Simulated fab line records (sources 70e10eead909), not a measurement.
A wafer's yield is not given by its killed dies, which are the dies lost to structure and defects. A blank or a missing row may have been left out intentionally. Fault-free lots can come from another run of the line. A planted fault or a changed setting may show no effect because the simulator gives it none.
fab line records	flow nand_harc
[record] lots = 5	wafers = 15	last_day = 24
route steps=1159 shown A_STAIRCASE@664 END@1159
lots with no fault: from the same line, run without faults
start_h: the number of hours between the record's first day and the start of the first shown wafer of the lot	wait_h: time in hours since the lot's previous step	" repeats the value in the row above	L1.1+2: a row that stands for several wafers	- no value present, or no start provided	* or withheld: withheld	< > ~ a bound
route shown NAME@n: NAME is a module with steps in the file, n the number in the route of the first one	usual: average and standard deviation across the fault-free wafers	same: alike in all rows	chamber/n: place in a boat	sites: each site's reading	_std_site: their standard deviation	_edge_site: mean of outer sites minus mean of inner sites	radius_mm: how far each site lies from the wafer's centre	mask NAME#n: copy n	behind: tool/chamber where the wafer was last shaped	hold: why the lot was held/for how many hours/how that ended	device: the transistor (n, p or np) that didn't switch	end of line: the tests these same wafers got at the end of their route	for a step that has no rows: nothing shown but its recipe	killed: count of dies lost to structure and defects at first sort (not the wafer's yield)	map: per-die view of a wafer (x killed, . not killed, _ where there is no die)
set.NAME: the run value of the setting; set.NAME@STEP: its run value at that earlier step	model.NAME: the simulator's own value behind a step, which no gauge read
lots seen at some steps along the route; tables by step, rows by wafer
services: a tool's chamber out of use, with start hour (start_h, from the record's first day; less than 0 if before it), hours out, and reason
[[steps]]
[step NHARC_A_STAIRCASE_DESCUM_291]
[recipe] time_s = 3	o2_flow_sccm = 200	ar_flow_sccm = 0	bias_power_w = 0	chemistry = O2
[step NHARC_A_STAIRCASE_ETCH_292]
[recipe] cf4_flow_sccm = 100	chf3_flow_sccm = 30	ar_flow_sccm = 0	rf_w = 500	bias_w = 200	chemistry = CF4/CHF3
[usual] drypump_motor_current_A = 5.8/0.32	oes_product_au = 0.940/0.02	rf_vpp_V = 371.4/2.7	showerhead_plenum_p_Torr = 1.60/0.074	throttle_valve_pct = 16.802/0.0086
lot.wafer	tool	chamber	start_h	wait_h	drypump_motor_current_A	oes_product_au	rf_hours_counter_h	rf_vpp_V	showerhead_plenum_p_Torr	throttle_valve_pct
L677.4	rie_diel-12	3	280.40	0.1	5.5	0.975	23	372.2	1.64	16.804
L677.6	"	2	"	"	5.8	0.981	-	371.2	1.59	16.807
L677.5	"	3	"	"	5.5	0.973	-	372.5	1.64	16.801
L687.3	rie_diel-05	0	331.32	0.1	5.8	0.922	60	370.8	1.60	16.804
L687.1	"	1	"	"	5.9	0.934	58	369.7	1.57	16.801
L687.2	"	2	"	"	6.1	0.925	60	374.1	1.65	16.783
L689.2	rie_diel-12	1	349.15	0.2	5.9	0.919	52	373.2	1.67	16.795
L689.3	"	3	"	"	5.5	0.926	53	374.3	1.63	16.810
L689.4	"	1	"	"	5.9	0.933	-	373.2	1.67	16.786
L695.4	rie_diel-12	2	394.15	0.1	5.8	0.958	2	371.5	1.58	16.800
L695.1	"	0	"	"	5.8	0.952	4	375.1	1.68	16.798
L695.5	"	2	"	"	5.8	0.976	-	371.3	1.58	16.815
L694.4	rie_diel-12	2	394.95	0.1	5.8	0.942	2	371.3	1.58	16.802
L694.3	"	1	"	"	5.9	0.966	4	374.4	1.67	16.805
L694.6	"	2	"	"	5.8	0.940	-	370.7	1.58	16.793
[step NHARC_A_STAIRCASE_HM_OPEN_460]
[recipe] o2_flow_sccm = 400	cos_flow_sccm = 20	ar_flow_sccm = 0	rf_w = 500	bias_w = 300	chemistry = O2/COS
[usual] drypump_motor_current_A = 5.8/0.32	oes_product_au = 0.998/0.0074	rf_vpp_V = 468/3.2	showerhead_plenum_p_Torr = 3.18/0.15	throttle_valve_pct = 28.331/0.009
lot.wafer	tool	chamber	start_h	wait_h	drypump_motor_current_A	oes_product_au	rf_hours_counter_h	rf_vpp_V	showerhead_plenum_p_Torr	throttle_valve_pct
L677.4	rie_diel-12	3	-	-	5.5	0.996	23	470	3.25	28.333
L677.6	"	3	"	"	5.5	0.994	-	470	3.25	28.332
L677.5	"	0	"	"	5.8	0.983	-	471	3.36	28.330
L687.1	rie_diel-05	0	-	-	5.8	1.004	60	468	3.17	28.319
L687.3	"	1	"	"	5.9	1.005	58	468	3.11	28.335
L687.2	"	2	"	"	6.1	0.998	60	470	3.27	28.337
L689.2	rie_diel-12	0	-	-	5.8	0.995	54	471	3.34	28.324
L689.3	"	3	"	"	5.5	1.007	53	469	3.24	28.330
L689.4	"	0	"	"	5.8	1.000	-	471	3.34	28.328
L695.1	rie_diel-12	3	-	-	5.5	0.997	3	469	3.23	28.334
L695.4	"	0	"	"	5.8	1.002	4	471	3.34	28.337
L695.5	"	0	"	"	5.8	1.005	-	471	3.34	28.329
L694.3	rie_diel-12	1	-	-	5.9	1.000	4	470	3.31	28.342
L694.4	"	3	"	"	5.5	0.999	4	469	3.23	28.325
L694.6	"	1	"	"	5.9	1.011	-	471	3.31	28.331
[step NHARC_A_STAIRCASE_STRIP_461]
[recipe] o2_flow_sccm = 400	cos_flow_sccm = 20	ar_flow_sccm = 0	bias_w = 0	chemistry = O2/COS
[step NHARC_A_STAIRCASE_ETCH_452]
[recipe] target_depth_a = 300	overetch_a = 30	time_s = 16.5	ion_energy_ev = 100	cf4_flow_sccm = 80	o2_flow_sccm = 20	ar_flow_sccm = 0	rf_w = 300	bias_w = 100	chemistry = CF4/O2
[usual] drypump_motor_current_A = 5.8/0.33	oes_product_au = 0.998/0.0086	rf_vpp_V = 198.2/1.7	showerhead_plenum_p_Torr = 1.36/0.065	throttle_valve_pct = 13.397/0.009
lot.wafer	tool	chamber	start_h	wait_h	drypump_motor_current_A	oes_product_au	rf_hours_counter_h	rf_vpp_V	showerhead_plenum_p_Torr	throttle_valve_pct
L677.4	rie_diel-12	0	-	-	5.7	0.991	23	199.2	1.44	13.403
L677.6	"	2	"	"	5.8	0.998	-	197.4	1.35	13.400
L677.5	"	3	"	"	5.5	0.992	-	197.0	1.39	13.408
L687.2	rie_diel-05	2	-	-	6.2	1.004	60	198.4	1.40	13.393
L687.1	"	3	"	"	6.6	1.004	56	196.3	1.33	13.398
L687.3	"	0	"	"	5.8	0.992	61	200.0	1.35	13.388
L689.2	rie_diel-12	1	-	-	5.9	0.999	52	198.5	1.42	13.398
L689.3	"	3	"	"	5.5	0.997	53	200.8	1.39	13.403
L689.4	"	0	"	"	5.7	0.991	-	202.1	1.43	13.407
L695.1	rie_diel-12	0	-	-	5.7	1.006	4	200.8	1.43	13.397
L695.4	"	2	"	"	5.8	1.004	2	196.7	1.34	13.379
L695.5	"	0	"	"	5.7	1.000	-	198.4	1.43	13.404
L694.3	rie_diel-12	2	-	-	5.8	1.002	3	197.8	1.34	13.386
L694.4	"	3	"	"	5.5	0.989	4	199.3	1.38	13.379
L694.6	"	2	"	"	5.8	1.000	-	197.0	1.34	13.398
[step NHARC_A_STAIRCASE_ETCH_294]
[recipe] target_depth_a = 49920	time_s = 1212.4	ion_energy_ev = 800	c4f8_flow_sccm = 80	o2_flow_sccm = 60	ar_flow_sccm = withheld	rf_w = 600	bias_w = 3000	chemistry = C4F8/O2/Ar
[usual] oes_product_au = 0.931/0.0089	rf_vpp_V = 1831/12
lot.wafer	tool	chamber	start_h	wait_h	oes_product_au	rf_hours_counter_h	rf_vpp_V
L677.4	rie_diel-12	2	-	-	0.943	23	1831
L677.5	"	3	"	"	0.940	-	1838
L677.6	"	0	"	"	0.928	-	1846
L687.3	rie_diel-05	2	-	-	0.939	60	1839
L687.1	"	3	"	"	0.931	56	1826
L687.2	"	1	"	"	0.935	59	1826
L689.3	rie_diel-12	1	-	-	0.927	52	1842
L689.2	"	3	"	"	0.930	53	1836
L689.4	"	3	"	"	0.921	-	1835
L695.4	rie_diel-12	2	-	-	0.934	3	1829
L695.1	"	3	"	"	0.924	3	1836
L695.5	"	3	"	"	0.921	-	1835
L694.3	rie_diel-12	3	-	-	0.916	4	1836
L694.4	"	0	"	"	0.932	5	1846
L694.6	"	3	"	"	0.918	-	1837
[step NHARC_A_STAIRCASE_STRIP_295]
[recipe] o2_flow_sccm = 500	ar_flow_sccm = 0	bias_w = 0	chemistry = O2
[step NHARC_A_STAIRCASE_STRIP_296]
[recipe] time_s = 900	temp_c = 130	chemistry = SPM
[step NHARC_A_STAIRCASE_PRECLEAN_297]
[recipe] time_s = *	temp_c = 50	bath_age_min = 0	chemistry = SC1
[step NHARC_A_STAIRCASE_SRD_298]
[step NHARC_A_STAIRCASE_HM_DEP_462]
[recipe] target_thk_a = 8000	temp_c = 400	material = aC
[usual] throttle_valve_pct = 35.000/0.0096
lot.wafer	tool	chamber	start_h	wait_h	throttle_valve_pct
L677.4	acl_dep-01	0	285.30	2.8	35.004
L677.5	"	0	"	"	35.003
L677.6	"	0	"	"	34.990
L687.1	acl_dep-03	0	334.18	0.2	34.999
L687.2	"	0	"	"	34.994
L687.3	"	0	"	"	35.001
L689.2	acl_dep-01	0	355.30	3.3	35.003
L689.3	"	0	"	"	34.991
L689.4	"	0	"	"	35.016
L695.1	acl_dep-02	0	397.28	0.7	35.006
L695.4	"	0	"	"	35.001
L695.5	"	0	"	"	35.003
L694.3	acl_dep-01	0	398.33	0.7	35.011
L694.4	"	0	"	"	34.984
L694.6	"	0	"	"	35.006
[step NHARC_A_STAIRCASE_DEP_301]
[recipe] target_thk_a = 300	target_thk_nm = 30	temp_c = 400	pressure_torr = 3.5	flow_sccm = 200	rf_w = 350	material = SiON
[usual] heater_power_w = 727/97	rf_fwd_power_W = 348.3/1.1
lot.wafer	tool	chamber	start_h	wait_h	heater_power_w	rf_fwd_power_W	since_wet_clean_h
L677.5	pecvd-01	1	286.33	0.4	648	347.2	-
L677.6	"	2	"	"	610	349.1	-
L677.4	"	0	"	"	658	347.4	-
L687.2	pecvd-01	1	336.07	1.3	659	348.1	86
L687.1	"	2	"	"	595	349.3	86
L687.3	"	0	"	"	749	304.9	86
L689.2	pecvd-04	2	356.90	1.3	750	347.3	149
L689.3	"	0	"	"	628	347.3	149
L689.4	"	0	"	"	634	347.6	-
L695.1	pecvd-04	1	399.17	1.6	722	346.8	10
L695.5	"	0	"	"	572	346.2	-
L695.4	"	2	"	"	775	349.8	-
L694.3	pecvd-02	1	399.63	1.0	916	350.4	52
L694.6	"	1	"	"	920	349.1	-
L694.4	"	2	"	"	742	348.7	-
[step NHARC_A_STAIRCASE_DEHYDRATE_302]
[recipe] temp_c = 150	time_s = 120
[step NHARC_END_SORT_01]
[recipe] temp_c = 25
[usual] killed_at_array = 29/12	killed_at_other = 0.7/1	killed_at_periphery = 4/3.2	killed_dies = 34/12	killed_open = 3.4/2	killed_short = 1.8/1.3
[same] gross_dies = 677
lot.wafer	tool	chamber	start_h	wait_h	killed_at_array	killed_at_other	killed_at_periphery	killed_dies	killed_open	killed_short
L687.1	prober-01	0	505.07	2.5	27	1	1	29	3	3
L687.2	prober-01	0	505.86	2.8	29	1	2	32	5	3
L687.3	prober-01	0	506.64	3.1	31	2	2	35	3	1
L689.3	prober-01	0	553.95	3.1	24	0	2	26	0	2
L695.1	prober-01	0	575.09	2.5	36	1	1	38	2	2
L695.4	prober-01	0	577.45	3.4	46	1	3	50	4	3
L695.5	prober-01	0	578.24	3.7	46	0	2	48	2	4
L694.3	prober-01	0	584.39	3.1	28	1	2	31	3	2
L694.4	prober-01	0	585.19	3.4	29	0	4	33	4	3
L694.6	prober-01	0	586.78	4.0	31	0	4	35	8	2
// killed by level:class
L687.1 A_SLIT:chamber_film_flake=13 A_STAIRCASE:chamber_film_flake=5 A_CHANNEL_HOLE_D1:chamber_film_flake=3 P_CONTACT:geometric_particle:open=1 A_ONON_D1:geometric_particle:short=1 A_ONON_D1:geometric_particle:open=1 A_CHANNEL_HOLE_D1:geometric_particle:short=1 A_WL_FILL:geometric_particle:short=1
L687.2 A_SLIT:chamber_film_flake=15 A_CHANNEL_HOLE_D1:chamber_film_flake=3 A_WL_FILL:geometric_particle:open=2 A_STAIRCASE:chamber_film_flake=2 A_CONTACT:chamber_film_flake=2 P_STI:geometric_particle:short=1 P_CONTACT:geometric_particle:open=1 A_CHANNEL_FILL_D1:geometric_particle:short=1
L687.3 A_SLIT:chamber_film_flake=17 A_CHANNEL_HOLE_D1:chamber_film_flake=5 A_CONTACT:chamber_film_flake=4 A_STAIRCASE:chamber_film_flake=2 P_GATE:geometric_particle:open=1 A_ONON_D1:geometric_particle:short=1 A_CONTACT:geometric_particle:open=1 A_BLC:geometric_particle:open=1
L689.3 A_CONTACT:chamber_film_flake=9 A_STAIRCASE:chamber_film_flake=8 A_CHANNEL_HOLE_D1:chamber_film_flake=4 A_SOURCE_PLATE:geometric_particle:short=1 A_WL_FILL:geometric_particle:short=1 P_ZERO_WELL:chamber_film_flake=1 P_CONTACT:chamber_film_flake=1 A_WL_FILL:chamber_film_flake=1
L695.1 A_SLIT:chamber_film_flake=16 A_CHANNEL_HOLE_D1:chamber_film_flake=6 A_CONTACT:chamber_film_flake=6 A_CHANNEL_FILL_D1:geometric_particle:short=2 A_M1:chamber_film_flake=2 A_ONON_D1:geometric_particle:open=1 A_CHANNEL_FILL_D1:geometric_particle:open=1 P_M0:chamber_film_flake=1
L695.4 A_SLIT:chamber_film_flake=16 A_CHANNEL_HOLE_D1:chamber_film_flake=13 A_CONTACT:chamber_film_flake=6 A_ZERO_WELL:chamber_film_flake=2 A_M1:chamber_film_flake=2 P_M0:geometric_particle:open=1 P_M1:geometric_particle:open=1 A_CHANNEL_HOLE_D1:geometric_particle:open=1
L695.5 A_SLIT:chamber_film_flake=22 A_CHANNEL_HOLE_D1:chamber_film_flake=9 A_CONTACT:chamber_film_flake=8 P_CONTACT:geometric_particle:short=1 A_CHANNEL_FILL_D1:geometric_particle:short=1 A_WL_FILL:geometric_particle:short=1 A_BLC:geometric_particle:open=1 A_M0:geometric_particle:short=1
L694.3 A_CHANNEL_HOLE_D1:chamber_film_flake=12 A_CONTACT:chamber_film_flake=8 A_CHANNEL_FILL_D1:chamber_film_flake=3 A_M0:geometric_particle:open=2 A_ONON_D1:geometric_particle:short=1 A_SGD_CUT:geometric_particle:open=1 P_STI:chamber_film_flake=1 P_GATE:chamber_film_flake=1
L694.4 A_CONTACT:chamber_film_flake=12 A_CHANNEL_HOLE_D1:chamber_film_flake=10 P_M0:geometric_particle:open=1 P_M0:geometric_particle:short=1 A_ONON_D1:geometric_particle:short=1 A_CHANNEL_FILL_D1:geometric_particle:open=1 A_STAIRCASE:geometric_particle:open=1 A_WL_FILL:geometric_particle:open=1
L694.6 A_CHANNEL_HOLE_D1:chamber_film_flake=13 A_CONTACT:chamber_film_flake=5 P_GATE:geometric_particle:open=2 A_M0:geometric_particle:open=2 P_ZERO_WELL:chamber_film_flake=2 A_CHANNEL_FILL_D1:chamber_film_flake=2 A_WL_FILL:chamber_film_flake=2 A_ONON_D1:geometric_particle:open=1
[[services]]
tool	chamber	start_h	hours	kind
acl_dep-01	-	257.96	11.6	repair
rie_diel-12	0	260.50	-	clean
rie_diel-12	1	260.50	-	clean
rie_diel-12	2	260.50	-	clean
rie_diel-12	3	260.50	-	clean
rie_diel-12	0	286.30	-	clean
rie_diel-12	1	286.30	-	clean
rie_diel-12	2	286.30	-	clean
rie_diel-12	3	286.30	-	clean
acl_dep-01	-	293.19	13.0	pm
rie_diel-12	0	310.80	-	clean
rie_diel-12	1	310.80	-	clean
rie_diel-12	2	310.80	-	clean
rie_diel-12	3	310.80	-	clean
pecvd-02	-	334.40	13.0	pm
rie_diel-12	0	335.37	-	clean
rie_diel-12	1	335.37	-	clean
rie_diel-12	2	335.37	-	clean
rie_diel-12	3	335.37	-	clean
rie_diel-12	2	339.80	17.4	repair
rie_diel-05	-	340.66	9.0	pm
acl_dep-02	-	349.68	13.0	pm
rie_diel-05	2	360.06	14.7	repair
pecvd-04	-	376.49	13.0	pm
[[key]]
[first_sign] step = NHARC_A_STAIRCASE_DEP_301	reading = rf_fwd_power_W	direction = down	sigmas = 40	usual = *	struck = *
effect none on later readings
met_at NHARC_A_STAIRCASE_DEP_301
struck_wafers L687.3
tester_left_out L687
onset_between 286.33 336.07
[fault] kind = process_parameter_drift	tool = pecvd-01	chamber = 0	onset_h = 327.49	steps = NHARC_A_STAIRCASE_DEP_301	channel = rf_w	offset = *	shape = step	end_h = 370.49	acts_in = *	stated = *
// tester_left_out: of these lots the tester's yield and bins aren't shown, on N5 and GAA mostly nor the transistor test; their killed dies are dies lost to structure and defects alone, not to doping, threshold or leakage, so they don't give the yield
